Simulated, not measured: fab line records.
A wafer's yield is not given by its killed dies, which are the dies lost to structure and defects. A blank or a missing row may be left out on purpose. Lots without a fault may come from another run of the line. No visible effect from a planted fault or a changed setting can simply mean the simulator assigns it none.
fab line records ; flow n5Finfet
record: lots: 5; wafers: 15; lastDay: 17
route steps=1938 shown BEOL_M1@757 BEOL_M4@1111
lots untouched by any fault: they come from a run of this same line in which no faults occurred
startH: hours from the record's opening day to when the first of the lot's shown wafers began ; waitH: hours from the lot's prior step to this one ; " identical to the entry in the row above ; L1.1+2: a single row standing in for several wafers ; - value missing, or start not given ; * or withheld: withheld ; < > ~ a bound
route shown NAME@n: a module of which the file shows steps, and the number in the route of the first ; usual: mean/standard deviation of fault-free wafers ; same: alike in all rows ; chamber/n: place in a boat ; sites: per-site readings ; _std_site: standard deviation of those values ; _edge_site: mean of outer sites minus mean of inner sites ; radiusMm: how far each site lies from the wafer's centre ; mask NAME#n: copy n ; behind: the tool/chamber that last shaped the wafer ; hold: the reason the lot was held/the length of the hold in hours/how it ended ; device: whichever transistor did not switch (one of n, p or np) ; end of line: tests run on the same wafers once the route is complete ; for a step that has no rows: nothing shown but its recipe ; killed: not the wafer's yield, but the dies lost to structure and defects at the first sort ; map: a wafer's dies, x killed, . not, _ none there
set.NAME: the setting that was run; set.NAME@STEP: the one run at that earlier step ; model.NAME: the simulator's own value behind a step, which no gauge read
certain route steps with their lots: each step a table, each wafer a row
services: the hour from which a tool's chamber was out of use, counted from the record's first day as startH (under 0 if before that day), plus the number of hours and why
== steps ==
step: N5_BEOL_M1_COAT_73
recipe: resist: underlayer; tempC: 205; timeS: 60; spinRpm: 1500; resistThkNm: 5
step: N5_BEOL_M1_COAT_05
recipe: resist: CAR-EUV; spinRpm: 1500; resistThkNm: 30
step: N5_BEOL_M1_EBR_07
recipe: solvent: PGMEA; ebrWidthMm: 1.5
step: N5_BEOL_M1_SOFTBAKE_06
recipe: tempC: 110; timeS: 60; resist: CAR-EUV
step: N5_BEOL_M1_EXPOSE_08
recipe: maskId: M1; na: 0.33; sourceShape: dipole; sigmaInner: 0.369; sigmaOuter: 0.767; polarization: unpolarized; doseMj: 33
step: N5_BEOL_M1_PEB_09
recipe: pebTempC: 100; pebTimeS: 60; resist: CAR-EUV
step: N5_BEOL_M1_DEVELOP_10
recipe: developTimeS: 30; developer: TMAH; resist: CAR-EUV; rinseLiquid: surfactantRinse; dry: airSpin; devTempC: 23
step: N5_BEOL_M1_CD_MEAS_11
recipe: targetCdNm: 17.05; landingEnergyEv: 500; detector: seInlens; polarity: opening
usual: cdNm: 17.11/0.24
lot.wafer;tool;chamber;startH;waitH;cdNm
L266.2;cdSem-03;0;141.24;-;17.32
L266.4;cdSem-03;0;141.24;-;17.76
L266.5;cdSem-03;0;141.24;-;17.46
L268.2;cdSem-01;0;152.74;-;17.42
L268.3;cdSem-01;0;152.74;-;16.98
L268.5;cdSem-01;0;152.74;-;17.09
L276.3;cdSem-01;0;210.44;-;17.36
L276.4;cdSem-01;0;210.44;-;17.02
L276.5;cdSem-01;0;210.44;-;17.05
L282.2;cdSem-03;0;243.48;-;17.37
L282.3;cdSem-03;0;243.48;-;17.36
L282.5;cdSem-03;0;243.48;-;17.20
L283.2;cdSem-01;0;243.92;-;17.31
L283.5;cdSem-01;0;243.92;-;17.28
L283.6;cdSem-01;0;243.92;-;17.38
step: N5_BEOL_M1_OVL_MEAS_12
recipe: pointsPerWafer: 522
usual: M1_OVL: 0.1/0.62
lot.wafer;tool;chamber;startH;waitH;M1_OVL[nm]
L266.2;overlay-01;0;141.27;0.0;0.3
L266.4;overlay-01;0;141.27;0.0;2.3
L266.5;overlay-01;0;141.27;0.0;0.6
L268.2;overlay-02;0;152.77;0.0;-0.6
L268.3;overlay-02;0;152.77;0.0;0.5
L268.5;overlay-02;0;152.77;0.0;0.3
L276.3;overlay-01;0;210.48;0.0;-0.3
L276.4;overlay-01;0;210.48;0.0;0.4
L276.5;overlay-01;0;210.48;0.0;0.6
L282.2;overlay-01;0;243.52;0.0;0.4
L282.3;overlay-01;0;243.52;0.0;0.3
L282.5;overlay-01;0;243.52;0.0;0.0
L283.2;overlay-01;0;243.96;0.0;0.6
L283.5;overlay-01;0;243.96;0.0;0.9
L283.6;overlay-01;0;243.96;0.0;0.6
step: N5_BEOL_M1_INSPECT_13
recipe: mode: adi; inspectInstrument: brightfield
usual: rawDefectCount: 432/120
lot.wafer;tool;chamber;startH;waitH;rawDefectCount
L266.2;defectInspect-02;-;141.33;0.0;320
L266.4;defectInspect-02;-;141.33;0.0;435
L266.5;defectInspect-02;-;141.33;0.0;345
L268.2;defectInspect-02;-;152.83;0.0;359
L268.3;defectInspect-02;-;152.83;0.0;408
L268.5;defectInspect-02;-;152.83;0.0;349
L276.3;defectInspect-02;-;210.53;0.0;355
L276.4;defectInspect-02;-;210.53;0.0;306
L276.5;defectInspect-02;-;210.53;0.0;328
L282.2;defectInspect-01;-;243.57;0.0;440
L282.3;defectInspect-01;-;243.57;0.0;576
L282.5;defectInspect-01;-;243.57;0.0;443
L283.2;defectInspect-01;-;244.01;0.0;317
L283.5;defectInspect-01;-;244.01;0.0;305
L283.6;defectInspect-01;-;244.01;0.0;401
step: N5_BEOL_M1_DESCUM_16
recipe: chemistry: O2; timeS: 7; sourcePowerW: 50; biasPowerW: 20; pressureMtorr: 20; rfFrequencyHz: 2.712e+07; tempC: 40; resist: CAR-EUV; o2FlowSccm: 225
usual: drypumpMotorCurrentA: 5.9/0.59; oesProductAu: 0.80/0.1; rfVppV: 243.3/1.6; showerheadPlenumPTorr: 2.11/0.086; tempC: 40.01/0.11; throttleValvePct: 20.37/0.2
lot.wafer;tool;chamber;startH;waitH;drypumpMotorCurrentA;oesProductAu;rfHoursCounterH;rfVppV;showerheadPlenumPTorr;tempC;throttleValvePct
L266.2;rieDiel-04;3;141.45;0.1;6.8;0.70;197;240.5;1.99;39.95;20.20
L266.4;rieDiel-04;3;141.45;0.1;6.8;0.71;-;242.0;1.99;40.06;20.20
L266.5;rieDiel-04;0;141.45;0.1;5.4;0.79;-;243.9;2.18;39.89;20.53
L268.2;rieDiel-03;3;152.96;0.1;6.4;0.97;1;246.1;2.24;40.16;20.08
L268.3;rieDiel-03;1;152.96;0.1;6.1;0.74;136;245.1;2.20;40.03;20.54
L268.5;rieDiel-03;0;152.96;0.1;5.2;0.74;-;240.9;2.01;40.22;20.26
L276.3;rieDiel-03;3;210.56;0.0;6.4;0.91;20;245.5;2.24;39.93;20.12
L276.4;rieDiel-03;1;210.56;0.0;6.1;0.73;150;245.4;2.19;39.98;20.59
L276.5;rieDiel-03;0;210.56;0.0;5.1;0.73;-;240.9;2.00;40.02;20.30
L282.2;rieDiel-01;0;243.60;0.0;5.9;0.90;42;244.1;2.22;39.88;20.19
L282.3;rieDiel-01;3;243.60;0.0;6.2;0.76;128;240.6;2.01;39.88;20.22
L282.5;rieDiel-01;3;243.60;0.0;6.2;0.76;-;240.9;2.01;40.07;20.22
L283.2;rieDiel-01;0;244.12;0.1;5.9;0.90;42;245.5;2.22;39.79;20.17
L283.5;rieDiel-01;0;244.12;0.1;5.8;0.90;-;246.1;2.22;39.97;20.18
L283.6;rieDiel-01;3;244.12;0.1;6.2;0.76;-;240.2;2.01;40.08;20.22
step: N5_BEOL_M1_ETCH_74
recipe: chemistry: N2/H2; target: underlayer; targetDepthA: 65; maskMaterial: CAR-EUV; timeS: 5.2; ionEnergyEv: 200; pressureMtorr: 30; sourceW: 840; biasW: 150; n2FlowSccm: 200; h2FlowSccm: 200; ends: cleared
usual: drypumpMotorCurrentA: 5.9/0.59; etchRfOnTimeS: 5.16/0.072; h2FlowSccm: 200.0/0.66; oesProductAu: 0.68/0.087; rfVppV: 524/3.2; showerheadPlenumPTorr: 2.56/0.1; throttleValvePct: 17.80/0.24
lot.wafer;tool;chamber;startH;waitH;drypumpMotorCurrentA;etchRfOnTimeS;h2FlowSccm;oesProductAu;rfHoursCounterH;rfVppV;showerheadPlenumPTorr;throttleValvePct
L266.2;rieDiel-04;3;141.49;0.0;6.8;5.16;200.3;0.60;197;520;2.42;17.62
L266.4;rieDiel-04;3;141.49;0.0;6.8;5.12;199.5;0.60;-;520;2.42;17.60
L266.5;rieDiel-04;0;141.49;0.0;5.4;5.18;199.5;0.66;-;527;2.66;18.08
L268.2;rieDiel-03;3;152.99;0.0;6.4;5.14;200.1;0.82;1;528;2.71;17.43
L268.3;rieDiel-03;1;152.99;0.0;6.1;5.24;199.5;0.63;136;528;2.66;17.88
L268.5;rieDiel-03;0;152.99;0.0;5.1;5.21;200.1;0.64;-;522;2.43;17.65
L276.3;rieDiel-03;3;210.60;0.0;6.4;5.17;199.9;0.76;20;528;2.70;17.49
L276.4;rieDiel-03;1;210.60;0.0;6.1;5.27;200.9;0.62;150;525;2.65;17.92
L276.5;rieDiel-03;0;210.60;0.0;5.2;5.16;199.1;0.61;-;523;2.43;17.69
L282.2;rieDiel-01;0;243.64;0.0;5.9;5.15;200.5;0.76;42;527;2.69;17.55
L282.3;rieDiel-01;3;243.64;0.0;6.2;5.16;200.7;0.65;128;520;2.45;17.72
L282.5;rieDiel-01;3;243.64;0.0;6.2;5.13;199.5;0.65;-;520;2.45;17.71
L283.2;rieDiel-01;0;244.16;0.0;5.9;5.16;200.6;0.76;42;527;2.69;17.51
L283.5;rieDiel-01;0;244.16;0.0;5.8;5.13;200.2;0.77;-;531;2.69;17.56
L283.6;rieDiel-01;3;244.16;0.0;6.2;5.21;199.4;0.64;-;522;2.45;17.69
step: N5_BEOL_M1_ETCH_63
recipe: chemistry: CF4; target: SiARC; targetDepthA: 156; maskMaterial: CAR-EUV; timeS: 26; ionEnergyEv: 80; pressureMtorr: 40; sourceW: 545; biasW: 36; Ar_flow_sccm: 100; cf4FlowSccm: 100; ends: cleared
usual: drypumpMotorCurrentA: 5.9/0.59; etchRfOnTimeS: 25.7/0.34; oesProductAu: 0.68/0.087; rfVppV: 184.2/1.4; showerheadPlenumPTorr: 2.16/0.082; throttleValvePct: 15.57/0.21
lot.wafer;tool;chamber;startH;waitH;drypumpMotorCurrentA;etchRfOnTimeS;oesProductAu;rfHoursCounterH;rfVppV;showerheadPlenumPTorr;throttleValvePct
L266.2;rieDiel-04;3;141.50;0.0;6.8;25.7;0.60;197;182.6;2.04;15.52
L266.4;rieDiel-04;3;141.50;0.0;6.8;25.7;0.59;-;181.9;2.04;15.52
L266.5;rieDiel-04;0;141.50;0.0;5.4;25.8;0.67;-;187.4;2.23;15.75
L268.2;rieDiel-03;3;153.01;0.0;6.5;25.7;0.82;1;186.4;2.28;15.20
L268.3;rieDiel-03;1;153.01;0.0;6.1;26.1;0.62;136;185.8;2.23;15.69
L268.5;rieDiel-03;0;153.01;0.0;5.1;26.0;0.63;-;181.9;2.06;15.50
L276.3;rieDiel-03;3;210.61;0.0;6.5;30.5;0.71;20;186.2;2.27;15.25
L276.4;rieDiel-03;1;210.61;0.0;6.1;26.2;0.63;150;186.4;2.23;15.73
L276.5;rieDiel-03;0;210.61;0.0;5.1;26.0;0.62;-;182.9;2.06;15.53
L282.2;rieDiel-01;0;243.65;0.0;5.9;25.2;0.77;42;184.5;2.26;15.37
L282.3;rieDiel-01;3;243.65;0.0;6.2;25.7;0.65;128;182.5;2.06;15.45
L282.5;rieDiel-01;3;243.65;0.0;6.3;25.7;0.65;-;182.7;2.06;15.45
L283.2;rieDiel-01;0;244.18;0.0;5.8;25.3;0.77;42;185.2;2.26;15.38
L283.5;rieDiel-01;0;244.18;0.0;5.8;25.2;0.77;-;185.5;2.26;15.35
L283.6;rieDiel-01;3;244.18;0.0;6.2;25.8;0.66;-;182.6;2.06;15.45
step: N5_BEOL_M1_ETCH_64
recipe: chemistry: N2/H2; target: SOC; targetDepthA: 750; overetchA: 150; maskMaterial: SiARC; tempC: 40; timeS: 112.5; ionEnergyEv: 200; pressureMtorr: 30; sourceW: 840; biasW: 150; n2FlowSccm: 200; h2FlowSccm: 200
usual: drypumpMotorCurrentA: 5.9/0.59; h2FlowSccm: 200.1/0.58; oesProductAu: 0.63/0.077; rfVppV: 524.4/2.9; showerheadPlenumPTorr: 2.56/0.1; tempC: 39.99/0.11; throttleValvePct: 17.76/0.24
lot.wafer;tool;chamber;startH;waitH;drypumpMotorCurrentA;h2FlowSccm;oesProductAu;rfHoursCounterH;rfVppV;showerheadPlenumPTorr;tempC;throttleValvePct
L266.2;rieDiel-04;3;141.53;0.0;6.8;198.9;0.55;197;521.5;2.42;40.15;17.57
L266.4;rieDiel-04;3;141.53;0.0;6.8;200.3;0.55;-;520.4;2.42;40.01;17.57
L266.5;rieDiel-04;0;141.53;0.0;5.3;200.0;0.61;-;527.4;2.66;40.11;18.02
L268.2;rieDiel-03;3;153.04;0.0;6.5;200.2;0.76;1;527.5;2.71;39.85;17.41
L268.3;rieDiel-03;1;153.04;0.0;6.1;200.8;0.59;136;527.3;2.66;39.81;17.86
L268.5;rieDiel-03;0;153.04;0.0;5.2;199.9;0.59;-;523.1;2.43;40.01;17.63
L276.3;rieDiel-03;3;210.64;0.0;6.5;199.5;0.71;20;527.4;2.70;39.86;17.45
L276.4;rieDiel-03;1;210.64;0.0;6.1;200.9;0.58;150;527.6;2.65;39.98;17.87
L276.5;rieDiel-03;0;210.64;0.0;5.1;199.5;0.58;-;520.4;2.43;39.90;17.66
L282.2;rieDiel-01;0;243.68;0.0;5.9;200.2;0.70;42;527.7;2.69;39.98;17.50
L282.3;rieDiel-01;3;243.68;0.0;6.2;200.9;0.59;128;522.7;2.45;40.08;17.65
L282.5;rieDiel-01;3;243.68;0.0;6.2;200.5;0.60;-;522.0;2.45;39.90;17.67
L283.2;rieDiel-01;0;244.20;0.0;5.8;199.9;0.71;42;529.3;2.69;40.03;17.51
L283.5;rieDiel-01;0;244.20;0.0;5.9;200.1;0.70;-;528.8;2.69;40.08;17.52
L283.6;rieDiel-01;3;244.20;0.0;6.2;200.7;0.60;-;521.2;2.45;40.12;17.64
step: N5_BEOL_M4_RC_MEAS_101
usual: DIBL_N: 35.9/1.4; DIBL_P: 35.9/1.7; IOFF_N: 0.155/0.023; IOFF_P: 0.201/0.029; ION_N: 672/8.8; ION_P: 460/7; SS_N: 71.6/0.48; SS_P: 73.1/0.64; VT_N: 250.0/3; VT_P: -251.6/3
lot.wafer;tool;chamber;startH;waitH;DIBL_N[mV/V];DIBL_P[mV/V];IOFF_N[nA/um];IOFF_P[nA/um];ION_N[uA/um];ION_P[uA/um];SS_N[mV/dec];SS_P[mV/dec];VT_N[mV];VT_P[mV]
L268.2;prober-01;0;192.04;0.2;36.7;38.5;0.181;0.222;680;459;72.2;73.5;249.0;-252.3
L268.3;prober-01;0;192.04;0.2;36.0;37.7;0.166;0.207;674;463;71.6;73.1;250.0;-253.5
L268.5;prober-01;0;192.04;0.2;36.0;37.6;0.165;0.207;676;461;71.5;74.0;248.4;-251.6
L266.2;prober-02;0;194.47;0.2;37.3;36.8;0.160;0.201;665;460;71.9;73.2;251.1;-252.7
L266.4;prober-02;0;194.47;0.2;35.7;34.2;0.129;0.169;670;452;70.9;72.5;255.2;-253.7
L266.5;prober-02;0;194.47;0.2;34.6;33.3;0.116;0.159;660;453;71.2;72.6;257.5;-254.8
L276.3;prober-02;0;249.19;0.3;38.1;36.6;0.178;0.243;694;474;71.7;73.1;244.7;-246.3
L276.4;prober-02;0;249.19;0.3;37.1;35.4;0.162;0.222;675;465;71.7;73.0;247.2;-249.9
L276.5;prober-02;0;249.19;0.3;35.4;34.6;0.144;0.210;684;472;70.8;72.4;251.5;-248.4
L283.2;prober-02;0;286.63;0.2;38.0;37.5;0.173;0.216;677;460;72.0;73.7;250.2;-250.7
L283.5;prober-02;0;286.63;0.2;38.5;38.4;0.196;0.239;697;472;71.5;74.1;246.2;-251.4
L283.6;prober-02;0;286.63;0.2;38.2;38.5;0.185;0.237;686;463;72.3;72.9;247.8;-249.5
L282.2;prober-01;0;287.10;0.2;34.0;34.7;0.131;0.174;676;460;71.5;72.6;251.9;-253.8
L282.3;prober-01;0;287.10;0.2;35.0;36.3;0.146;0.193;669;458;71.9;73.5;250.7;-253.0
L282.5;prober-01;0;287.10;0.2;34.5;34.6;0.133;0.170;661;452;71.6;72.5;252.8;-253.6
== services ==
tool;chamber;startH;hours;kind
rieDiel-03;3;122.82;-;clean
rieDiel-03;3;122.82;-;consumableReplace:focusRing
rieDiel-03;3;122.82;-;consumableReplace:showerhead
rieDiel-03;3;122.82;24.2;scheduledDown
rieDiel-03;3;122.82;24.2;ventCycle
rieDiel-03;-;123.29;14.6;pm
rieDiel-04;2;124.85;24.6;repair
rieDiel-01;1;144.70;-;clean
rieDiel-01;1;144.70;-;consumableReplace:focusRing
rieDiel-01;1;144.70;16.8;scheduledDown
rieDiel-01;1;144.70;16.8;ventCycle
rieDiel-04;1;149.68;-;clean
rieDiel-04;0;161.53;6.6;repair
rieDiel-03;1;175.27;12.3;repair
rieDiel-01;2;178.99;-;clean
rieDiel-01;2;178.99;-;consumableReplace:focusRing
rieDiel-01;2;178.99;18.5;scheduledDown
rieDiel-01;2;178.99;18.5;ventCycle
rieDiel-04;3;193.45;8.9;repair
rieDiel-04;-;211.67;2.8;pm
rieDiel-01;-;217.33;9.7;repair
rieDiel-04;-;217.33;2.1;repair
rieDiel-01;-;229.97;2.8;pm
rieDiel-04;1;239.23;6.4;repair
== key ==
firstSign: step: N5_BEOL_M1_ETCH_63; reading: etchRfOnTimeS; direction: up; sigmas: 14; usual: *; struck: *
effect none on later readings
metAt N5_BEOL_M1_ETCH_63
struckWafers L276.3
onsetBetween 153.01 210.61
fault: kind: processParameterDrift; tool: rieDiel-03; chamber: -; onsetH: 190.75; steps: N5_BEOL_M1_ETCH_63; channel: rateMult; offset: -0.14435; shape: step; endH: 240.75; scope: struckWafersOnly
